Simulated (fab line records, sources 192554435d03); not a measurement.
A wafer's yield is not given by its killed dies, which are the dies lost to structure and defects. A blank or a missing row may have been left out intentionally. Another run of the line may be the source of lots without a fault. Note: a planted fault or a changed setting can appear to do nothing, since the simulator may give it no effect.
Struck lot and sound lot, side by side | flow n5 finfet | 15 steps out of a route of 1938
Sound: wafers L236.1, L236.5, L236.6. Struck: wafers L234.1, L234.3, L234.4. The cause is given at the end.
For every step that has rows: the tool of each side, followed by ch and its chambers, followed by its first start. Under that, the readings that differ: sound wafers | struck wafers | difference of the means | sigmas: that difference in standard deviations of wafers without a fault.
alike: readings whose means differ by less than 2 such deviations, and words and numbers that are the same on both sides. not compared: withheld readings, readings that some wafer has no value for, bounds like >300 that may hide the same value, and numbers for which the record gives no deviation and whose values overlap.
A row with sigmas, a row that says differs or no value, or rows on one side alone: a step with any of these is where the two part. When numbers do not overlap yet have no deviation, they are printed without sigmas and do not part them. A reading that every wafer of one side lacks parts them only if that side has two wafers or more.

N5_HKMG_FIN_ETCHBACK_68: etches the open film in Cl2/Ar, stops on HfO2, target depth 0.5 nm.
  sound on rie metal-01 ch 0,1, day 9 04:16; struck on rie metal-01 ch 0,1, day 8 07:19
  alike: drypump motor current A, oes product au, throttle valve pct
  not compared: rf hours counter h
then, 3 steps without rows for these wafers: N5_HKMG_FIN_STRIP_69 (strips in N2/H2, time 360 s); N5_HKMG_FIN_ALD_21 (deposits TiN, target thk 1.5 nm, pulse time 1 s, purge time 3 s); N5_HKMG_FIN_ALD_72 (deposits W, target thk 2 nm, pulse time 1 s, purge time 2 s).
N5_HKMG_FIN_W_FILL_22: material W, target thk 60 nm, time 18.2 s.
  sound on cvd w-01 ch 0,1, day 9 05:13; struck on cvd w-02 ch 0,1, day 8 08:16
  reading                | sound          | struck         | difference | sigmas
  throttle valve pct (%) | 18.6 18.5 18.6 | 19.9 19.9 20.0 | +1.4       | +2
  alike: heater power outer w, heater power w
then, 2 steps without rows for these wafers: N5_HKMG_FIN_PRECLEAN_83 (cleans in DIW, time 57.5 s); N5_HKMG_FIN_SRD_84 (dry time 32 s).
N5_HKMG_FIN_CMP_23: polishes, stops on SiNx, t overpolish 10 s, target thk 46.326 nm.
  sound on cmp-03 ch 0,1, day 9 05:29; struck on cmp-03 ch 0,2,3, day 8 08:29
  alike: motor current A, overpolish run s, time to endpoint s
N5_HKMG_FIN_CMP_94: polishes, stops on SiNx, t overpolish 4.7 s, target thk 43.299 nm.
  sound on cmp-03 ch 0,1, day 9 05:55; struck on cmp-03 ch 0,2,3, day 8 08:55
  alike: motor current A
N5_HKMG_FIN_INSPECT_28: inspects for defects (darkfield).
  struck on defect inspect-01, day 8 09:07; sound on defect inspect-02, day 9 06:07
  alike: raw defect count
N5_GATE_CUT_ETCHBACK_00: etches W in SF6/Cl2.
  sound on rie metal-03 ch 0,1, day 9 06:09; struck on rie metal-01 ch 0,1, day 8 09:08
  alike: drypump motor current A, oes product au, throttle valve pct
  not compared: rf hours counter h
N5_GATE_CUT_ETCH_56: etches TiN in Cl2/Ar, target depth 21.6 nm.
  sound on rie metal-03 ch 0,1, day 9 06:16; struck on rie metal-01 ch 0,1, day 8 09:16
  reading                  | sound             | struck            | difference | sigmas
  bias w (W)               | 60.15 60.19 59.90 | 49.05 48.83 48.98 | -11.13     | -62
  model.etch.depth nm (nm) | 21.61 21.73 21.32 | 20.67 19.88 20.71 | -1.13      |
  alike: drypump motor current A, oes product au, throttle valve pct
  not compared: rf hours counter h
then, 1 step without rows for these wafers: N5_GATE_CUT_ETCHBACK_30 (etches TiN in Cl2/Ar, target depth 3 nm).
-- here the record skips 9 days between the struck wafers' starts before and after, leaving off in module GATE_CUT and picking up in module BEOL_M4 (first step shown: number 1111 of the route) --
N5_BEOL_M4_RC_MEAS_101:
  sound on prober-02 ch 0, day 19 03:35; struck on prober-01 ch 0, day 17 20:22
  alike: DIBL_N, DIBL_P, IOFF_N, IOFF_P, ION_N, ION_P, SS_N, SS_P, VT_N, VT_P
-- here the record skips 5 days between the struck wafers' starts before and after, leaving off in module BEOL_M4 and picking up in module PASSIVATION (first step shown: number 1936 of the route) --
N5_PASSIVATION_PROBE_49:
  only the struck wafers here have rows in the record (prober-01, day 22 20:26); the sound ones have none

WHERE THEY PART
First at N5_HKMG_FIN_W_FILL_22; last, within this record, at N5_PASSIVATION_PROBE_49.

WHY: the cause the simulator had injected
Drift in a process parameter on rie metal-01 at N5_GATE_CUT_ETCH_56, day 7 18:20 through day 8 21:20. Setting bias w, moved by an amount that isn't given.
